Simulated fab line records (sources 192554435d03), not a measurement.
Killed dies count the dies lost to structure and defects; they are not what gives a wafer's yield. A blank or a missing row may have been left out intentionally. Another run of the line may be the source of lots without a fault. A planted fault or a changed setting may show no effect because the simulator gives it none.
Matching of chambers :: flow n5_finfet :: 4 sister chambers for N5_BEOL_M14_ETCH_67 on rie_diel-04
The step etches SiARC in CF4, target depth 143 nm, time 238.3 s. 8 wafers are shown with their chamber, then 10 later ones without.

## WAFERS PAIRED WITH THEIR CHAMBERS
wafer: L079.1
chamber: 3
throttle_valve_pct (%): 15.11
showerhead_plenum_p_Torr (Torr): 2.28

wafer: L079.5
chamber: 3
throttle_valve_pct (%): 15.11
showerhead_plenum_p_Torr (Torr): 2.28

wafer: L079.6
chamber: 2
throttle_valve_pct (%): 15.63
showerhead_plenum_p_Torr (Torr): 2.24

wafer: L085.1
chamber: 0
throttle_valve_pct (%): 15.64
showerhead_plenum_p_Torr (Torr): 2.22

wafer: L085.3
chamber: 2
throttle_valve_pct (%): 15.67
showerhead_plenum_p_Torr (Torr): 2.23

wafer: L085.5
chamber: 1
throttle_valve_pct (%): 15.35
showerhead_plenum_p_Torr (Torr): 2.16

wafer: L088.1
chamber: 0
throttle_valve_pct (%): 15.66
showerhead_plenum_p_Torr (Torr): 2.21

wafer: L088.4
chamber: 1
throttle_valve_pct (%): 15.37
showerhead_plenum_p_Torr (Torr): 2.16

## WAFERS WHOSE CHAMBER IS MISSING
wafer: L088.5
throttle_valve_pct (%): 15.69
showerhead_plenum_p_Torr (Torr): 2.23

wafer: L089.1
throttle_valve_pct (%): 15.67
showerhead_plenum_p_Torr (Torr): 2.21

wafer: L089.4
throttle_valve_pct (%): 15.14
showerhead_plenum_p_Torr (Torr): 2.28

wafer: L089.6
throttle_valve_pct (%): 15.15
showerhead_plenum_p_Torr (Torr): 2.28

wafer: L094.2
throttle_valve_pct (%): 15.69
showerhead_plenum_p_Torr (Torr): 2.21

wafer: L094.3
throttle_valve_pct (%): 15.40
showerhead_plenum_p_Torr (Torr): 2.16

wafer: L094.6
throttle_valve_pct (%): 15.68
showerhead_plenum_p_Torr (Torr): 2.21

wafer: L095.2
throttle_valve_pct (%): 15.17
showerhead_plenum_p_Torr (Torr): 2.27

wafer: L095.5
throttle_valve_pct (%): 15.15
showerhead_plenum_p_Torr (Torr): 2.27

wafer: L095.6
throttle_valve_pct (%): 15.71
showerhead_plenum_p_Torr (Torr): 2.23

## EACH ONE'S CHAMBER
wafer: L088.5
from the rows above: can't be placed: 2 or 0
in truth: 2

wafer: L089.1
from the rows above: 0
in truth: 0

wafer: L089.4
from the rows above: 3
in truth: 3

wafer: L089.6
from the rows above: 3
in truth: 3

wafer: L094.2
from the rows above: 0
in truth: 0

wafer: L094.3
from the rows above: 1
in truth: 1

wafer: L094.6
from the rows above: 0
in truth: 0

wafer: L095.2
from the rows above: 3
in truth: 3

wafer: L095.5
from the rows above: 3
in truth: 3

wafer: L095.6
from the rows above: can't be placed: 2 or 0
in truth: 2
8 of 10 placed correctly. These rows do not allow placing 2 (true chamber among the candidates in 2). 0 placed wrongly.
How it was worked out, from the rows above alone: a wafer's distance from a chamber is the root of the sum, over the readings, of the square of ((its reading less the chamber's mean) divided by the reading's scatter). The wafer belongs to the nearest chamber; if the next one is less than 2 further off, it can't be placed. For every chamber, the mean is computed from those of its wafers that are shown. How the scatter is found: for the shown wafers, subtract from each reading the mean of its chamber, square and add these, divide the total by (wafers less chambers), then take the root.
